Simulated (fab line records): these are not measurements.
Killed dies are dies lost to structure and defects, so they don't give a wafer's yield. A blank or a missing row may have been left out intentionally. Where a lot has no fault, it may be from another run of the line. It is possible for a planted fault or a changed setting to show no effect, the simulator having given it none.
Which tool is to blame?	flow nand harc	24 lots with 72 wafers sampled at 6 steps, on a route of 1302 steps

WHAT THE GAUGES SHOWED, per wafer
No reading from a measuring or inspecting step in the record can be judged against a usual standard deviation.

WHAT TOOL EACH LOT RAN ON (gives the tool, then ch and the chambers of the sampled wafers, and finally the start)
lot	NHARC_A_CONTACT_ETCH_75	NHARC_A_CONTACT_ETCH_77	NHARC_A_CONTACT_ETCH_124	NHARC_A_CONTACT_ETCH_127	NHARC_A_CONTACT_ETCH_135	NHARC_A_CONTACT_ETCH_138
L075	rie diel-11 ch 0,1, day 22 05:25	rie diel-11 ch 2,3, day 22 06:59 or earlier	har cap etch-02 ch 0,1, day 22 06:59	har cap etch-02 ch 0,1, day 22 07:32	har cap etch-02 ch 0,1, day 22 16:01	har cap etch-02 ch 0,1, day 22 16:49
L074	rie diel-04 ch 1,2,3, day 22 12:29	rie diel-04 ch 1,2,3, day 22 13:55 or earlier	har cap etch-01 ch 0,1, day 22 13:55	har cap etch-01 ch 0,1, day 22 14:28	har cap etch-02 ch 0,1, day 22 23:28	har cap etch-02 ch 0,1, day 23 00:17
L076	rie diel-04 ch 2,3, day 22 19:49	rie diel-04 ch 0,1, day 22 21:30 or earlier	har cap etch-01 ch 0,1, day 22 21:30	har cap etch-01 ch 0,1, day 22 22:03	har cap etch-03 ch 0, day 23 06:29	har cap etch-03 ch 0, day 23 07:18
L079	rie diel-04 ch 0,1,3, day 23 03:22	rie diel-04 ch 2,3, day 23 04:52 or earlier	har cap etch-02 ch 0,1, day 23 04:52	har cap etch-02 ch 0,1, day 23 05:24	har cap etch-02 ch 0,1, day 23 12:44	har cap etch-02 ch 0,1, day 23 13:32
L077	rie diel-01 ch 0,1,3, day 23 06:18	rie diel-01 ch 1,2,3, day 23 07:47 or earlier	har cap etch-01 ch 0,1, day 23 07:47	har cap etch-01 ch 0,1, day 23 08:20	har cap etch-01 ch 0,1, day 23 15:16	har cap etch-01 ch 0,1, day 23 16:05
L078	rie diel-11 ch 0,1,3, day 23 11:40	rie diel-11 ch 2,3, day 23 13:21 or earlier	har cap etch-03 ch 0,1, day 23 13:21	har cap etch-03 ch 0,1, day 23 13:54	har cap etch-02 ch 0,1, day 23 20:58	har cap etch-02 ch 0,1, day 23 21:46
L081	rie diel-04 ch 0,2,3, day 24 12:43	rie diel-04 ch 1,2, day 24 14:10 or earlier	har cap etch-02 ch 0, day 24 14:10	har cap etch-02 ch 0, day 24 14:43	har cap etch-02 ch 0,1, day 24 22:29	har cap etch-02 ch 0,1, day 24 23:19
L080	rie diel-11 ch 1,2,3, day 24 14:11	rie diel-11 ch 0,1,2, day 24 15:56 or earlier	har cap etch-03 ch 0, day 24 15:56	har cap etch-03 ch 0, day 24 16:30	har cap etch-03 ch 1, day 25 00:04	har cap etch-03 ch 1, day 25 00:53
L082	rie diel-04 ch 0,1,2, day 25 05:38	rie diel-04 ch 1,2,3, day 25 07:07 or earlier	har cap etch-02 ch 0,1, day 25 07:07	har cap etch-02 ch 0,1, day 25 07:40	har cap etch-02 ch 0, day 25 14:43	har cap etch-02 ch 0, day 25 15:32
L083	rie diel-04 ch 0,1, day 25 17:35	rie diel-04 ch 0,2, day 25 19:20 or earlier	har cap etch-01 ch 0,1, day 25 19:20	har cap etch-01 ch 0,1, day 25 19:53	har cap etch-01 ch 0,1, day 26 03:12	har cap etch-01 ch 0,1, day 26 04:01
L084	rie diel-11 ch 0,1,3, day 25 18:57	rie diel-11 ch 1,2,3, day 25 20:25 or earlier	har cap etch-03 ch 0,1, day 25 20:25	har cap etch-03 ch 0,1, day 25 21:08	har cap etch-03 ch 0,1, day 26 05:14	har cap etch-03 ch 0,1, day 26 06:41
L085	rie diel-04 ch 1,2,3, day 26 06:32	rie diel-04 ch 1,2, day 26 08:08 or earlier	har cap etch-02 ch 0,1, day 26 08:08	har cap etch-02 ch 0,1, day 26 08:41	har cap etch-02 ch 0,1, day 26 17:38	har cap etch-02 ch 0,1, day 26 18:27
L087	rie diel-04 ch 1,2,3, day 26 21:29	rie diel-04 ch 0,1,2, day 26 22:58 or earlier	har cap etch-01 ch 1, day 26 22:58	har cap etch-01 ch 1, day 26 23:31	har cap etch-01 ch 0,1, day 27 06:29	har cap etch-01 ch 0,1, day 27 07:17
L086	rie diel-11 ch 1,3, day 27 00:32	rie diel-11 ch 0,1,3, day 27 02:00 or earlier	har cap etch-03 ch 0,1, day 27 02:00	har cap etch-03 ch 0,1, day 27 02:33	har cap etch-03 ch 0,1, day 27 09:32	har cap etch-03 ch 0,1, day 27 10:21
L088	rie diel-11 ch 1,2,3, day 27 16:23	rie diel-11 ch 1,2, day 27 17:52 or earlier	har cap etch-02 ch 0,1, day 27 17:52	har cap etch-02 ch 0,1, day 27 18:25	har cap etch-03 ch 0,1, day 28 03:29	har cap etch-03 ch 0,1, day 28 04:19
L089	rie diel-01 ch 0,1,2, day 28 02:26	rie diel-01 ch 0,1,2, day 28 04:16 or earlier	har cap etch-01 ch 0,1, day 28 04:16	har cap etch-01 ch 0,1, day 28 04:48	har cap etch-03 ch 0,1, day 28 11:55	har cap etch-03 ch 0,1, day 28 12:44
L090	rie diel-04 ch 0,2,3, day 28 20:11	rie diel-04 ch 0,1,3, day 28 21:42 or earlier	har cap etch-03 ch 0,1, day 28 21:42	har cap etch-03 ch 0,1, day 28 22:15	har cap etch-03 ch 0,1, day 29 06:31	har cap etch-03 ch 0,1, day 29 07:20
L092	rie diel-04 ch 2,3, day 29 01:19	rie diel-04 ch 0,1,3, day 29 02:47 or earlier	har cap etch-01 ch 0, day 29 02:47	har cap etch-01 ch 0, day 29 03:20	har cap etch-02 ch 0,1, day 29 12:00	har cap etch-02 ch 0,1, day 29 12:48
L091	rie diel-04 ch 0,1,3, day 29 04:11	rie diel-04 ch 2,3, day 29 05:42 or earlier	har cap etch-02 ch 0,1, day 29 05:42	har cap etch-02 ch 0,1, day 29 06:14	har cap etch-03 ch 0,1, day 29 15:06	har cap etch-03 ch 0,1, day 29 15:55
L093	rie diel-04 ch 0,1,2, day 29 21:08	rie diel-04 ch 1,3, day 29 22:35 or earlier	har cap etch-02 ch 0,1, day 29 22:35	har cap etch-02 ch 0,1, day 29 23:09	har cap etch-02 ch 0, day 30 08:02	har cap etch-02 ch 0, day 30 08:52
L095	rie diel-04 ch 1,2, day 30 04:02	rie diel-04 ch 2,3, day 30 05:32 or earlier	har cap etch-01 ch 1, day 30 05:32	har cap etch-01 ch 1, day 30 06:04	har cap etch-02 ch 0, day 30 13:37	har cap etch-02 ch 0, day 30 14:26
L094	rie diel-11 ch 0,2,3, day 30 04:53	rie diel-11 ch 0,1,2, day 30 06:20 or earlier	har cap etch-03 ch 0,1, day 30 06:20	har cap etch-03 ch 0,1, day 30 06:53	har cap etch-01 ch 0,1, day 30 14:45	har cap etch-01 ch 0,1, day 30 15:34
L096	rie diel-04 ch 1,2,3, day 30 07:15	rie diel-04 ch 1,2, day 30 08:49 or earlier	har cap etch-01 ch 0,1, day 30 08:49	har cap etch-01 ch 0,1, day 30 09:21	har cap etch-02 ch 0,1, day 30 17:44	har cap etch-02 ch 0,1, day 30 18:33
L097	rie diel-01 ch 0,1,2, day 30 21:56	rie diel-01 ch 0,2,3, day 30 23:26 or earlier	har cap etch-03 ch 0,1, day 30 23:26	har cap etch-03 ch 0,1, day 30 23:59	har cap etch-01 ch 0,1, day 31 06:59	har cap etch-01 ch 0,1, day 31 07:49
- NHARC_A_CONTACT_ETCH_75: etches the open film in CF4, target depth 39 nm, time 65 s.
- NHARC_A_CONTACT_ETCH_77: etches the open film in CF4/CHF3, target depth 108.9 nm, time 54.5 s.
- NHARC_A_CONTACT_ETCH_124: etches the open film in C4F8/O2/Ar, time 140 s, target depth 700 nm.
- NHARC_A_CONTACT_ETCH_127: etches the open film in C4F8/O2/Ar, time 197 s, target depth 1918 nm.
- NHARC_A_CONTACT_ETCH_135: etches the open film in C4F8/O2/Ar, time 311 s, target depth 1912 nm.
- NHARC_A_CONTACT_ETCH_138: etches the open film in C4F8/O2/Ar, time 311 s, target depth 1914 nm.

AS READ BY THE TOOLS THEMSELVES (means over the sampled wafers that have a number; for cases with no such wafer, the mark the record gives instead)
NHARC_A_CONTACT_ETCH_75.
lot	tool	cf4 flow sccm (sccm)	drypump motor current A (A)	oes product au (a.u.)	rf vpp V (V)	showerhead plenum p Torr (Torr)	throttle valve pct (%)
L075	rie diel-11	150.0	4.8	1.000	152.1	1.84	13.290
L074	rie diel-04	149.5	5.7	1.014	151.7	1.78	13.279
L076	rie diel-04	150.0	5.8	1.025	152.3	1.82	13.289
L079	rie diel-04	150.4	5.6	1.003	151.3	1.76	13.282
L077	rie diel-01	150.2	5.6	1.003	151.7	1.82	13.288
L078	rie diel-11	150.5	5.0	0.994	151.6	1.79	13.269
L081	rie diel-04	149.8	5.6	0.998	151.1	1.81	13.286
L080	rie diel-11	149.8	5.4	0.996	151.7	1.79	13.280
L082	rie diel-04	150.2	5.8	1.002	152.0	1.81	13.288
L083	rie diel-04	150.1	5.8	1.006	150.7	1.76	13.283
L084	rie diel-11	149.6	5.0	1.000	151.3	1.78	13.283
L085	rie diel-04	150.1	5.7	1.004	150.6	1.77	13.290
L087	rie diel-04	149.9	5.7	1.000	151.7	1.77	13.284
L086	rie diel-11	150.2	5.1	0.996	152.5	1.84	13.282
L088	rie diel-11	149.8	5.4	1.008	151.3	1.78	13.288
L089	rie diel-01	149.9	5.9	0.994	152.4	1.85	13.285
L090	rie diel-04	149.8	5.6	0.999	151.1	1.80	13.284
L092	rie diel-04	150.2	5.8	1.002	153.0	1.81	13.282
L091	rie diel-04	149.6	5.5	1.006	151.0	1.75	13.273
L093	rie diel-04	150.2	5.8	1.009	151.1	1.80	13.277
L095	rie diel-04	149.7	6.1	1.012	151.9	1.82	13.277
L094	rie diel-11	149.8	5.4	1.007	151.7	1.72	13.280
L096	rie diel-04	150.0	5.7	1.000	151.0	1.77	13.278
L097	rie diel-01	150.2	5.9	0.996	152.5	1.84	13.292

NHARC_A_CONTACT_ETCH_77.
lot	tool	cf4 flow sccm (sccm)	drypump motor current A (A)	oes product au (a.u.)	rf vpp V (V)	showerhead plenum p Torr (Torr)	throttle valve pct (%)
L075	rie diel-11	99.8	5.8	0.908	370.3	1.55	16.805
L074	rie diel-04	99.9	5.8	0.940	371.4	1.58	16.805
L076	rie diel-04	100.1	5.6	0.959	371.4	1.60	16.795
L079	rie diel-04	99.7	5.8	1.000	371.9	1.62	16.802
L077	rie diel-01	100.1	5.9	0.921	372.1	1.63	16.795
L078	rie diel-11	99.8	5.6	0.924	369.5	1.54	16.800
L081	rie diel-04	100.4	6.0	0.937	371.4	1.58	16.795
L080	rie diel-11	100.0	5.2	0.926	371.5	1.59	16.799
L082	rie diel-04	99.8	5.8	0.923	370.6	1.57	16.804
L083	rie diel-04	99.8	5.7	0.928	373.3	1.64	16.798
L084	rie diel-11	100.1	5.4	0.913	371.1	1.59	16.800
L085	rie diel-04	100.0	6.0	0.924	371.3	1.58	16.799
L087	rie diel-04	99.9	5.9	0.929	371.6	1.61	16.813
L086	rie diel-11	100.4	5.0	0.977	370.9	1.58	16.800
L088	rie diel-11	99.8	5.6	0.986	371.0	1.60	16.813
L089	rie diel-01	99.9	5.9	0.924	372.9	1.65	16.799
L090	rie diel-04	100.3	5.5	0.931	370.1	1.56	16.797
L092	rie diel-04	100.3	5.5	0.922	370.7	1.56	16.798
L091	rie diel-04	99.9	5.8	0.925	372.3	1.61	16.797
L093	rie diel-04	99.6	5.7	0.927	369.5	1.53	16.810
L095	rie diel-04	99.9	5.5	0.925	371.1	1.56	16.791
L094	rie diel-11	99.7	5.2	0.968	371.8	1.58	16.799
L096	rie diel-04	99.9	6.1	0.972	371.8	1.61	16.806
L097	rie diel-01	100.1	6.1	0.931	372.1	1.59	16.809

NHARC_A_CONTACT_ETCH_124.
lot	tool	oes air line au (a.u.)
L075	har cap etch-02	0.999
L074	har cap etch-01	1.011
L076	har cap etch-01	1.021
L079	har cap etch-02	0.996
L077	har cap etch-01	1.025
L078	har cap etch-03	0.997
L081	har cap etch-02	0.976
L080	har cap etch-03	0.994
L082	har cap etch-02	1.001
L083	har cap etch-01	1.013
L084	har cap etch-03	0.984
L085	har cap etch-02	0.989
L087	har cap etch-01	0.998
L086	har cap etch-03	1.021
L088	har cap etch-02	0.981
L089	har cap etch-01	1.025
L090	har cap etch-03	0.991
L092	har cap etch-01	0.985
L091	har cap etch-02	0.996
L093	har cap etch-02	0.995
L095	har cap etch-01	1.025
L094	har cap etch-03	0.998
L096	har cap etch-01	1.009
L097	har cap etch-03	1.001

NHARC_A_CONTACT_ETCH_127.
lot	tool	oes air line au (a.u.)
L075	har cap etch-02	0.991
L074	har cap etch-01	0.996
L076	har cap etch-01	1.005
L079	har cap etch-02	1.001
L077	har cap etch-01	1.004
L078	har cap etch-03	0.985
L081	har cap etch-02	1.001
L080	har cap etch-03	0.985
L082	har cap etch-02	0.979
L083	har cap etch-01	0.991
L084	har cap etch-03	1.006
L085	har cap etch-02	0.995
L087	har cap etch-01	1.010
L086	har cap etch-03	0.996
L088	har cap etch-02	1.010
L089	har cap etch-01	1.000
L090	har cap etch-03	0.994
L092	har cap etch-01	0.977
L091	har cap etch-02	1.015
L093	har cap etch-02	1.006
L095	har cap etch-01	1.014
L094	har cap etch-03	0.992
L096	har cap etch-01	1.023
L097	har cap etch-03	0.972

NHARC_A_CONTACT_ETCH_135.
lot	tool	oes air line au (a.u.)
L075	har cap etch-02	1.014
L074	har cap etch-02	1.002
L076	har cap etch-03	1.017
L079	har cap etch-02	0.981
L077	har cap etch-01	1.022
L078	har cap etch-02	1.010
L081	har cap etch-02	1.002
L080	har cap etch-03	1.022
L082	har cap etch-02	0.977
L083	har cap etch-01	0.977
L084	har cap etch-03	0.995
L085	har cap etch-02	0.985
L087	har cap etch-01	0.987
L086	har cap etch-03	1.008
L088	har cap etch-03	1.028
L089	har cap etch-03	0.997
L090	har cap etch-03	1.015
L092	har cap etch-02	0.977
L091	har cap etch-03	0.991
L093	har cap etch-02	1.003
L095	har cap etch-02	1.007
L094	har cap etch-01	0.995
L096	har cap etch-02	1.011
L097	har cap etch-01	1.005

NHARC_A_CONTACT_ETCH_138.
lot	tool	oes air line au (a.u.)
L075	har cap etch-02	0.999
L074	har cap etch-02	1.018
L076	har cap etch-03	1.013
L079	har cap etch-02	1.001
L077	har cap etch-01	0.971
L078	har cap etch-02	0.995
L081	har cap etch-02	1.036
L080	har cap etch-03	0.989
L082	har cap etch-02	0.987
L083	har cap etch-01	0.979
L084	har cap etch-03	1.028
L085	har cap etch-02	0.999
L087	har cap etch-01	1.013
L086	har cap etch-03	1.003
L088	har cap etch-03	1.001
L089	har cap etch-03	1.015
L090	har cap etch-03	0.984
L092	har cap etch-02	1.022
L091	har cap etch-03	0.995
L093	har cap etch-02	0.977
L095	har cap etch-02	0.987
L094	har cap etch-01	1.008
L096	har cap etch-02	0.977
L097	har cap etch-01	0.996

THE ANSWER, worked out from the rows above alone
Rule: what is usual is taken from the lots themselves. The widest of any qualifying gaps counts: lots, ordered by their means at a reading, are off when they make up no more than a third of the lots, leave a main group of 4 or more, and stand apart from it by 3 or more times the standard deviation of that group's means. The tables above print the reading to a certain number of digits; a main group whose means all agree to those digits is not used. Also off: a lot with no number at a reading for which 4 or more lots have one. Where the step has rows for the other lots, those lots are counted as sound. First the gauges in route order, then the tools' own readings, where a lot's mean is used as printed above. The first step at which some lot is off is used, and at that step the reading that is off furthest; a lot without a number counts as furthest.
None of the lots is off at any reading shown; this tells nothing.

WHAT THE SIMULATOR HAD PUT IN
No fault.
